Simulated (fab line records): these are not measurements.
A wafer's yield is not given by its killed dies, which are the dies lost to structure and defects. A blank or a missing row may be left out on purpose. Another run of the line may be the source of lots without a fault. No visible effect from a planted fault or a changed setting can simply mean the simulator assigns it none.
Which tool did it? | flow n5_finfet | 12 lots, 36 wafers sampled, at 2 steps of a route of 1938

WHAT EACH GAUGE READ, for each wafer
N5_BEOL_M4_INSPECT_13: inspects for defects (brightfield).
lot  | measured     | on                | raw_defect_count
L076 | day 9 01:20  | defect_inspect-02 | 341 491 391
L075 | day 9 14:56  | defect_inspect-01 | 343 489 570
L079 | day 9 23:04  | defect_inspect-02 | 299 377 405
L081 | day 10 18:48 | defect_inspect-01 | 355 274 269
L083 | day 11 04:15 | defect_inspect-01 | 395 359 376
L085 | day 11 19:59 | defect_inspect-02 | 316 336 433
L086 | day 12 02:13 | defect_inspect-02 | 456 560 464
L089 | day 12 17:13 | defect_inspect-01 | 471 324 703
L091 | day 13 08:23 | defect_inspect-02 | 413 395 424
L093 | day 13 17:22 | defect_inspect-02 | 490 390 473
L095 | day 14 01:03 | defect_inspect-01 | 422 316 343
L097 | day 14 11:29 | defect_inspect-02 | 540 476 436

EACH LOT AND THE TOOL THAT RAN IT (in order: tool; ch and the chambers of the sampled wafers; start)
lot  | N5_BEOL_M4_HM_DEP_02
L076 | pvd_sputter-03, day 9 00:50
L075 | pvd_sputter-02, day 9 14:19
L079 | pvd_sputter-01, day 9 22:28
L081 | pvd_sputter-01, day 10 18:11
L083 | pvd_sputter-03, day 11 03:46
L085 | pvd_sputter-01, day 11 19:31
L086 | pvd_sputter-03, day 12 01:34
L089 | pvd_sputter-02, day 12 16:44
L091 | pvd_sputter-03, day 13 07:54
L093 | pvd_sputter-03, day 13 16:44
L095 | pvd_sputter-03, day 14 00:26
L097 | pvd_sputter-01, day 14 10:52
- N5_BEOL_M4_HM_DEP_02: deposits TiN, target thk 20 nm.

THE ANSWER, worked out from the rows above alone
Rule: what is usual is taken from the lots themselves. The widest of any qualifying gaps counts: lots, ordered by their means at a reading, are off when they make up no more than a third of the lots, leave a main group of 4 or more, and stand apart from it by 3 or more times the standard deviation of that group's means. A main group whose means are all the same, to the digits that the tables above print for the reading, isn't used. Also off: a lot with no number at a reading for which 4 or more lots have one. All remaining lots with rows at the step are treated as sound.
None of the lots is off at any reading shown; this tells nothing.

WHAT HAD BEEN PUT IN BY THE SIMULATOR
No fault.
